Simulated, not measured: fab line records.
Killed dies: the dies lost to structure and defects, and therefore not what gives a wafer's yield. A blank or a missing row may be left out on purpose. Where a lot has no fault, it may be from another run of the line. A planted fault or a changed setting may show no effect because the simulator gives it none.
Comparing a struck lot with a sound one ; flow n5_finfet ; 19 out of 1938 route steps
Sound: these wafers, L629.2, L629.3, L629.5. Struck: wafer L642.5; the same lot's L642.2 was not struck, so it is left out; see the end for the cause.
At each step with rows: each side's tool, then ch and its chambers, then its first start. Under that, the readings that differ: sound wafers ; struck wafers ; difference of the means ; sigmas: that difference in standard deviations of wafers without a fault.
alike: words and numbers the same on both sides, and readings whose means are apart by under 2 such deviations; not compared: readings that were withheld, readings missing a value for some wafer, numbers with overlapping values and no deviation given by the record, and bounds like >300 which may hide the same value.
A row with sigmas, a row that says differs or no value, or rows on one side alone: a step with any of these is where the two part. When numbers do not overlap yet have no deviation, they are printed without sigmas and do not part them. A reading that every wafer of one side lacks parts them only if that side has two wafers or more.

first, 4 steps without rows for these wafers: N5_BEOL_M1_SOFTBAKE_23 (time 60 s); N5_BEOL_M1_EXPOSE_25 (exposes mask V0, defocus 5 nm, target cd 24 nm); N5_BEOL_M1_PEB_26 (peb time 60 s); N5_BEOL_M1_DEVELOP_27 (develop time 30 s).
N5_BEOL_M1_CD_MEAS_28: target cd y 23.3 nm.
  sound on cd_sem-03 ch 0, day 7 20:37; struck on cd_sem-03 ch 0, day 10 21:18
  alike: cd_nm
N5_BEOL_M1_OVL_MEAS_29:
  sound on overlay-01 ch 0, day 7 20:39; struck on overlay-01 ch 0, day 10 21:20
  alike: V0_OVL
N5_BEOL_M1_INSPECT_30: inspects for defects (brightfield).
  sound on defect_inspect-02, day 7 20:42; struck on defect_inspect-02, day 10 21:23
  alike: raw_defect_count
N5_BEOL_M1_DESCUM_33: chemistry O2, time 7 s.
  sound on rie_diel-01 ch 0,2,3, day 7 20:46; struck on rie_diel-01 ch 2, day 10 21:25
  alike: drypump_motor_current_A, oes_product_au, rf_vpp_V, showerhead_plenum_p_Torr, throttle_valve_pct
  not compared: rf_hours_counter_h
N5_BEOL_M1_ETCH_77: etches underlayer in N2/H2, target depth 6.5 nm, time 5.2 s.
  sound on rie_diel-01 ch 0,2,3, day 7 20:49; struck on rie_diel-01 ch 2, day 10 21:28
reading;sound;struck;difference;sigmas
rf_vpp_V (V);525.3 522.3 519.2;528.6;+6.3;+2
  alike: bias_w, drypump_motor_current_A, etch_rf_on_time_s, oes_product_au, showerhead_plenum_p_Torr, throttle_valve_pct
  not compared: rf_hours_counter_h
N5_BEOL_M1_ETCH_69: etches SiARC in CF4, target depth 15.6 nm, time 26 s.
  sound on rie_diel-01 ch 0,2,3, day 7 20:49; struck on rie_diel-01 ch 2, day 10 21:28
  alike: bias_w, drypump_motor_current_A, etch_rf_on_time_s, oes_product_au, rf_vpp_V, showerhead_plenum_p_Torr, throttle_valve_pct
  not compared: rf_hours_counter_h
N5_BEOL_M1_ALD_98: deposits SiO2, target thk 2.5 nm, pulse time 1 s, co reactant pulse time 1 s.
  sound on ald_sin-02 ch 1,2, day 7 20:58; struck on ald_sin-03 ch 0, day 10 21:34
  alike: heater_power_w, precursor_pulse_height_rel
N5_BEOL_M1_ETCHBACK_99: etches SiO2 in CHF3, target depth 5 nm, time 10.4 s.
  sound on rie_diel-05 ch 0,1,2, day 7 21:05; struck on rie_diel-02 ch 1, day 10 21:41
  alike: bias_w, drypump_motor_current_A, oes_product_au, rf_vpp_V, showerhead_plenum_p_Torr, throttle_valve_pct
  not compared: rf_hours_counter_h
N5_BEOL_M1_ETCH_70: etches SOC in N2/H2, target depth 80 nm, overetch 16 nm, time 120 s.
  sound on rie_diel-05 ch 0,1,2, day 7 21:07; struck on rie_diel-02 ch 1, day 10 21:43
reading;sound;struck;difference;sigmas
model.SiARC_of_BEOL_M1_COAT_68.thk_nm (nm);6.6 6.6 6;4.2;-2.2;
  alike: bias_w, drypump_motor_current_A, oes_product_au, rf_vpp_V, showerhead_plenum_p_Torr, throttle_valve_pct
  not compared: rf_hours_counter_h
then, 2 steps without rows for these wafers: N5_BEOL_M1_STRIP_71 (strips in N2/H2); N5_BEOL_M1_STRIP_78 (strips in N2/H2).
N5_BEOL_M1_VIA_ETCH_34: etches the open film in C4F6/O2, target depth 67.8 nm, time 64.4 s.
  sound on rie_diel-05 ch 0,1,2, day 7 21:13; struck on rie_diel-02 ch 1, day 10 21:49
reading;sound;struck;difference;sigmas
model.BEOL_M1.cd_nm (nm);17.6 17.2 17.6;18.4;+0.9;
  alike: O2_flow_sccm, bias_w, drypump_motor_current_A, oes_product_au, rf_vpp_V, showerhead_plenum_p_Torr, throttle_valve_pct
  not compared: rf_hours_counter_h
then, 1 step without rows for these wafers: N5_BEOL_M1_STRIP_83 (strips in C4F6/O2).
-- here the record skips 2 days between the struck wafers' starts before and after, leaving off in module BEOL_M1 and picking up in module BEOL_M4 (first step shown: number 1111 of the route) --
N5_BEOL_M4_RC_MEAS_101:
  sound on prober-02 ch 0, day 9 12:48; struck on prober-02 ch 0, day 12 22:29
  alike: DIBL_N, DIBL_P, IOFF_N, IOFF_P, ION_N, ION_P, SS_N, SS_P, VT_N, VT_P
-- a jump in the record: the struck wafers' starts before and after are 4 days apart (it breaks off in module BEOL_M4 and resumes in module PASSIVATION, where the first step shown is number 1936 of the route) --
N5_PASSIVATION_PROBE_49:
  sound on prober-02, day 13 22:30; struck on prober-01, day 17 07:49
reading;sound;struck;difference;sigmas
defect_limited_yield (%);91.8 93.4 92.5;89.3;-3.3;-3
killed_at_M4_up;11 10 16;31;+19;+3
killed_dies;97 78 88;126;+38;+3
killed_open;56 47 52;81;+29;+2
sort_bin_6_memory (%);2.2 2.3 2.9;4.2;+1.7;+3
sort_n_pass;1083 1102 1092;1054;-38;-3
sort_yield_pct (%);91.8 93.4 92.5;89.3;-3.3;-3
  alike: killed_at_M0_to_M3, killed_at_contacts, killed_at_front_end, killed_at_other, killed_on_rim, killed_short, sort_bin_5_function

== WHERE THEY PART ==
Last at N5_PASSIVATION_PROBE_49 as far as this record goes, first at N5_BEOL_M1_ETCH_77.

WHY: what the simulator had put in
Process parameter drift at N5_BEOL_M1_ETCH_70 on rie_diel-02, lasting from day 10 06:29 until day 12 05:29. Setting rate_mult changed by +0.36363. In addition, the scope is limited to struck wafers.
